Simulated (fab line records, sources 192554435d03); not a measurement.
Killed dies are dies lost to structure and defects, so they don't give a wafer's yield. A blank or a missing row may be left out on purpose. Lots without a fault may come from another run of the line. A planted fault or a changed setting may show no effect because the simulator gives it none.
Chamber matching | flow n5_finfet | N5_HKMG_FIN_ETCH_55 on rie_diel-02: 4 sister chambers
The step etches SOC in N2/H2, target depth 240 nm, time 300 s. 18 wafers are shown with their chamber, then 9 later ones without.

WAFERS WITH THEIR CHAMBER
wafer  | chamber | drypump_motor_current_A (A) | showerhead_plenum_p_Torr (Torr) | throttle_valve_pct (%)
L082.1 | 0       | 5.8                         | 2.42                            | 17.74
L082.2 | 2       | 6.2                         | 2.68                            | 17.48
L082.4 | 2       | 6.2                         | 2.68                            | 17.48
L084.3 | 1       | 5.2                         | 2.60                            | 17.73
L084.4 | 2       | 6.2                         | 2.67                            | 17.48
L084.6 | 1       | 5.2                         | 2.60                            | 17.71
L087.3 | 3       | 5.7                         | 2.60                            | 17.44
L087.4 | 1       | 5.3                         | 2.60                            | 17.74
L087.5 | 0       | 5.8                         | 2.42                            | 17.76
L089.2 | 2       | 6.2                         | 2.67                            | 17.50
L089.4 | 3       | 5.7                         | 2.60                            | 17.46
L089.5 | 1       | 5.2                         | 2.60                            | 17.72
L091.3 | 0       | 5.8                         | 2.41                            | 17.76
L091.5 | 2       | 6.2                         | 2.67                            | 17.52
L091.6 | 3       | 5.7                         | 2.60                            | 17.48
L092.1 | 3       | 5.7                         | 2.59                            | 17.49
L092.2 | 2       | 6.2                         | 2.66                            | 17.55
L092.3 | 0       | 5.8                         | 2.41                            | 17.79

SIGNATURES (means of the wafers above)
reading                  | chamber 0 | chamber 1 | chamber 2 | chamber 3 | scatter within a chamber
drypump_motor_current_A  | 5.800     | 5.225     | 6.200     | 5.700     | 0.0231
showerhead_plenum_p_Torr | 2.4150    | 2.6000    | 2.6717    | 2.5975    | 0.00572
throttle_valve_pct       | 17.7625   | 17.7250   | 17.5017   | 17.4675   | 0.0229
Rule: a wafer's distance from a chamber is the root of the sum, over the readings, of the square of ((its reading less the chamber's mean) divided by the reading's scatter). The wafer belongs to the nearest chamber; if the next one is less than 2 further off, it can't be placed. The scatter: the root of (the sum of the squares of (reading less its chamber's mean) over the shown wafers, divided by (wafers less chambers)).

WAFERS WITHOUT THEIR CHAMBER
wafer  | drypump_motor_current_A (A) | showerhead_plenum_p_Torr (Torr) | throttle_valve_pct (%)
L094.3 | 5.7                         | 2.59                            | 17.49
L094.5 | 6.2                         | 2.66                            | 17.52
L094.6 | 5.3                         | 2.59                            | 17.77
L096.1 | 5.3                         | 2.59                            | 17.77
L096.4 | 6.2                         | 2.66                            | 17.54
L096.5 | 6.2                         | 2.66                            | 17.53
L097.1 | 6.1                         | 2.66                            | 17.55
L097.3 | 5.8                         | 2.41                            | 17.80
L097.6 | 5.8                         | 2.41                            | 17.81

WHICH CHAMBER EACH WENT THROUGH
wafer  | from the rows above | in truth
L094.3 | 3                   | 3
L094.5 | 2                   | 2
L094.6 | 1                   | 1
L096.1 | 1                   | 1
L096.4 | 2                   | 2
L096.5 | 2                   | 2
L097.1 | 2                   | 2
L097.3 | 0                   | 0
L097.6 | 0                   | 0
Placed correctly: 9 of 9. Can't be placed from these rows: 0. Placed wrongly: 0.
